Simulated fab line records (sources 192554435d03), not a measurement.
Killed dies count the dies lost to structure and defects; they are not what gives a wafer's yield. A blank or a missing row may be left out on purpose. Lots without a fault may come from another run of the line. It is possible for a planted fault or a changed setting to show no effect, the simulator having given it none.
fab line records + flow n5Finfet
record
- lots=7
- wafers=39
route steps=1938 shown WELL_APT@32 DUMMY_GATE@248 HKMG_FIN@438 GATE_CUT@469 MOL_CONTACT_COAG@541 BEOL_M4@1111
startH: hours from the record's opening day to when the first of the lot's shown wafers began + waitH: hours from the lot's prior step to this one + " repeats the value in the row above + L1.1+2: one row covering several wafers at once + - no value present, or no start provided + * or withheld: withheld + < > ~ a bound
route shown NAME@n: NAME is a module with steps in the file, n the number in the route of the first one + usual: the fault-free wafers' mean and standard deviation + same: alike in all rows + chamber/n: place in a boat + sites: per-site readings + _std_site: standard deviation of those values + _edge_site: outer sites' mean less inner sites' + radiusMm: how far each site lies from the wafer's centre + mask NAME#n: copy n + behind: the last tool/chamber to shape the wafer + hold: why the lot was held/for how many hours/how that ended + device: the n, p or np transistor that did not switch + end of line: the tests these same wafers got at the end of their route + where a step has no rows: the recipe by itself + killed: count of dies lost to structure and defects at first sort (not the wafer's yield) + map: a wafer's dies, marking killed ones x, the rest . and places with no die _
set.NAME: the setting that was run; set.NAME@STEP: the one run at that earlier step + model.NAME: the simulator's own value behind a step, which no gauge read
lots with deliberately changed settings; one table per step, one row per wafer
## steps
# step N5_WELL_APT_IMPLANT_14
# recipe
- species=P
- energyKev=160
- doseCm2=1.5e+13
- tiltDeg=0
- rotationDeg=0
# step N5_DUMMY_GATE_ETCH_44
# recipe
- chemistry=HBr/O2
- overEtchFrac=0.7
- targetDepthA=1275
- stopOn=SiO2
- ionEnergyEv=60
- biasW=20
- target=poly-Si
- maskMaterial=SiO2
- pressureMtorr=20
- icpW=400
- HBr_flow_sccm=120
- O2_flow_sccm=10
# step N5_DUMMY_GATE_ETCH_42
# recipe
- chemistry=CHF3/O2
- target=SiO2
- targetDepthA=35
- timeS=31
- ionEnergyEv=30
- biasW=12
- pressureMtorr=30
- sourceW=600
- Ar_flow_sccm=200
- CHF3_flow_sccm=50
- O2_flow_sccm=5
# step N5_HKMG_FIN_ETCH_35
# recipe
- chemistry=N2/H2
- target=SOC
- targetDepthA=2158
- ionEnergyEv=65
- biasW=5
- sourceW=3000
- timeS=243.4
- pressureMtorr=30
- n2FlowSccm=200
- h2FlowSccm=200
# step N5_GATE_CUT_ETCH_58
# recipe
- chemistry=CH3F/O2
- target=SiNx
- targetDepthA=170
- timeS=128.6
- ionEnergyEv=50
- pressureMtorr=30
- sourceW=415
- biasW=21
- Ar_flow_sccm=150
- CH3F_flow_sccm=30
- O2_flow_sccm=20
# step N5_GATE_CUT_ALD_22
# recipe
- material=SiNx
- targetThkA=160
- tempC=400
- aldPrecursorFamily=SiH2I2
- aldCoReactant=N2/H2-plasma
- pulseTimeS=1
- aldCycles=320
- purgeTimeS=2
- coReactantPurgeTimeS=2
- pressureTorr=2
# step N5_MOL_CONTACT_COAG_IMPLANT_129
# recipe
- species=Ge
- energyKev=3
- doseCm2=6e+14
- tiltDeg=0
- rotationDeg=0
# step N5_BEOL_M4_RC_MEAS_101
# usual
- RS_NWELL=1037/6.4
| lot.wafer | tool      | chamber | startH | waitH | set.doseCm2@WELL_APT_IMPLANT_14 | set.targetDepthA@DUMMY_GATE_ETCH_44 | set.biasW@DUMMY_GATE_ETCH_42 | set.timeS@HKMG_FIN_ETCH_35 | set.targetDepthA@GATE_CUT_ETCH_58 | set.aldCycles@GATE_CUT_ALD_22 | set.energyKev@MOL_CONTACT_COAG_IMPLANT_129 | RS_NWELL[ohm/sq] |
|-----------|-----------|---------|--------|-------|---------------------------------|-------------------------------------|------------------------------|----------------------------|-----------------------------------|-------------------------------|--------------------------------------------|------------------|
| L074.1    | prober-02 | 0       | 167.98 | 0.0   | 1.363e+13                       | 1431                                | 9.769                        | 243.4                      | 170                               | 349                           | 3.923                                      | 1092             |
| L074.2    | "         | 0       | "      | "     | 1.5e+13                         | 1275                                | 9.769                        | 274.2                      | 170                               | 349                           | 3                                          | 1040             |
| L074.3    | "         | 0       | "      | "     | 1.363e+13                       | 1431                                | 12                           | 274.2                      | 170                               | 320                           | 3                                          | 1101             |
| L074.4    | "         | 0       | "      | "     | 1.5e+13                         | 1431                                | 12                           | 243.4                      | 149.6                             | 320                           | 3                                          | 1031             |
| L074.5    | "         | 0       | "      | "     | 1.363e+13                       | 1275                                | 12                           | 274.2                      | 149.6                             | 349                           | 3.923                                      | 1097             |
| L074.6    | "         | 0       | "      | "     | 1.5e+13                         | 1275                                | 9.769                        | 243.4                      | 149.6                             | 320                           | 3.923                                      | 1032             |
| L079.1    | prober-01 | 0       | 201.62 | 0.0   | 1.5e+13                         | 1275                                | 12                           | 279                        | 170                               | 320                           | 3                                          | 1034             |
| L079.2    | "         | 0       | "      | "     | 1.5e+13                         | 1116                                | 14.26                        | 279                        | 170                               | 320                           | 3                                          | 1037             |
| L079.3    | "         | 0       | "      | "     | 1.5e+13                         | 1116                                | 14.26                        | 279                        | 159.4                             | 301                           | 2.479                                      | 1043             |
| L079.4    | "         | 0       | "      | "     | 1.5e+13                         | 1275                                | 12                           | 243.4                      | 159.4                             | 301                           | 3                                          | 1046             |
| L079.5    | "         | 0       | "      | "     | 1.5e+13                         | 1275                                | 14.26                        | 243.4                      | 159.4                             | 320                           | 2.479                                      | 1041             |
| L079.6    | "         | 0       | "      | "     | 1.5e+13                         | 1116                                | 12                           | 243.4                      | 170                               | 301                           | 2.479                                      | 1045             |
| L084.1    | prober-02 | 0       | 218.60 | 0.0   | 1.5e+13                         | 1275                                | 13.09                        | 218.9                      | 170                               | 320                           | 3                                          | 1042             |
| L084.2    | "         | 0       | "      | "     | 1.628e+13                       | 1275                                | 13.09                        | 218.9                      | 186.3                             | 320                           | 3.788                                      | 998              |
| L084.3    | "         | 0       | "      | "     | 1.5e+13                         | 1275                                | 12                           | 243.4                      | 170                               | 320                           | 3.788                                      | 1044             |
| L084.4    | "         | 0       | "      | "     | 1.628e+13                       | 1275                                | 12                           | 243.4                      | 170                               | 320                           | 3.788                                      | 993              |
| L084.5    | "         | 0       | "      | "     | 1.628e+13                       | 1275                                | 12                           | 218.9                      | 186.3                             | 320                           | 3                                          | 985              |
| L084.6    | "         | 0       | "      | "     | 1.5e+13                         | 1275                                | 13.09                        | 243.4                      | 186.3                             | 320                           | 3                                          | 1050             |
| L083.1    | prober-01 | 0       | 224.94 | 0.0   | 1.72e+13                        | 1440                                | 12                           | 243.4                      | 170                               | 277                           | 3                                          | 970              |
| L083.2    | "         | 0       | "      | "     | 1.5e+13                         | 1275                                | 10.69                        | 272                        | 170                               | 277                           | 2.211                                      | 1049             |
| L083.3    | "         | 0       | "      | "     | 1.5e+13                         | 1275                                | 12                           | 272                        | 170                               | 277                           | 2.211                                      | 1040             |
| L083.4    | "         | 0       | "      | "     | 1.5e+13                         | 1440                                | 10.69                        | 243.4                      | 170                               | 320                           | 2.211                                      | 1040             |
| L083.5    | "         | 0       | "      | "     | 1.72e+13                        | 1440                                | 10.69                        | 272                        | 170                               | 320                           | 3                                          | 959              |
| L083.6    | "         | 0       | "      | "     | 1.72e+13                        | 1275                                | 12                           | 243.4                      | 170                               | 320                           | 3                                          | 966              |
| L085.2    | prober-01 | 0       | 228.92 | 0.2   | 1.5e+13                         | 1275                                | 12                           | 243.4                      | 170                               | 320                           | 3                                          | 1033             |
| L085.3    | "         | 0       | "      | "     | 1.5e+13                         | 1275                                | 12                           | 243.4                      | 170                               | 320                           | 3                                          | 1035             |
| L085.5    | "         | 0       | "      | "     | 1.5e+13                         | 1275                                | 12                           | 243.4                      | 170                               | 320                           | 3                                          | 1036             |
| L095.1    | prober-02 | 0       | 303.08 | 0.0   | 1.5e+13                         | 1275                                | 10.42                        | 298                        | 170                               | 357                           | 2.402                                      | 1038             |
| L095.2    | "         | 0       | "      | "     | 1.5e+13                         | 1137                                | 12                           | 243.4                      | 170                               | 320                           | 2.402                                      | 1033             |
| L095.3    | "         | 0       | "      | "     | 1.591e+13                       | 1137                                | 10.42                        | 243.4                      | 170                               | 320                           | 3                                          | 1014             |
| L095.4    | "         | 0       | "      | "     | 1.591e+13                       | 1275                                | 12                           | 243.4                      | 170                               | 357                           | 2.402                                      | 1008             |
| L095.5    | "         | 0       | "      | "     | 1.591e+13                       | 1275                                | 12                           | 298                        | 170                               | 320                           | 3                                          | 1012             |
| L095.6    | "         | 0       | "      | "     | 1.5e+13                         | 1137                                | 10.42                        | 298                        | 170                               | 357                           | 3                                          | 1026             |
| L097.1    | prober-01 | 0       | 305.94 | 0.0   | 1.574e+13                       | 1275                                | 11.22                        | 195.8                      | 170                               | 340                           | 3                                          | 998              |
| L097.2    | "         | 0       | "      | "     | 1.574e+13                       | 1275                                | 12                           | 243.4                      | 170                               | 340                           | 3                                          | 1016             |
| L097.3    | "         | 0       | "      | "     | 1.574e+13                       | 1352                                | 12                           | 243.4                      | 155.4                             | 340                           | 3                                          | 999              |
| L097.4    | "         | 0       | "      | "     | 1.5e+13                         | 1352                                | 11.22                        | 243.4                      | 170                               | 320                           | 3                                          | 1043             |
| L097.5    | "         | 0       | "      | "     | 1.5e+13                         | 1275                                | 12                           | 195.8                      | 155.4                             | 320                           | 3                                          | 1021             |
| L097.6    | "         | 0       | "      | "     | 1.5e+13                         | 1352                                | 11.22                        | 195.8                      | 155.4                             | 320                           | 3                                          | 1028             |
## key
split
- step=N5_WELL_APT_IMPLANT_14
- setting=doseCm2
- statedAs=1.5e+13
response
- step=N5_BEOL_M4_RC_MEAS_101
- reading=RS_NWELL
- slope=-5.69
- per=1%
- togetherWith=all
- explained=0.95
split
- step=N5_DUMMY_GATE_ETCH_44
- setting=targetDepthA
- statedAs=1275
response none clear
split
- step=N5_DUMMY_GATE_ETCH_42
- setting=biasW
- statedAs=12
response none clear
split
- step=N5_HKMG_FIN_ETCH_35
- setting=timeS
- statedAs=243.4
response none clear
split
- step=N5_GATE_CUT_ETCH_58
- setting=targetDepthA
- statedAs=170
response none clear
split
- step=N5_GATE_CUT_ALD_22
- setting=aldCycles
- statedAs=320
response none clear
split
- step=N5_MOL_CONTACT_COAG_IMPLANT_129
- setting=energyKev
- statedAs=3
response none clear
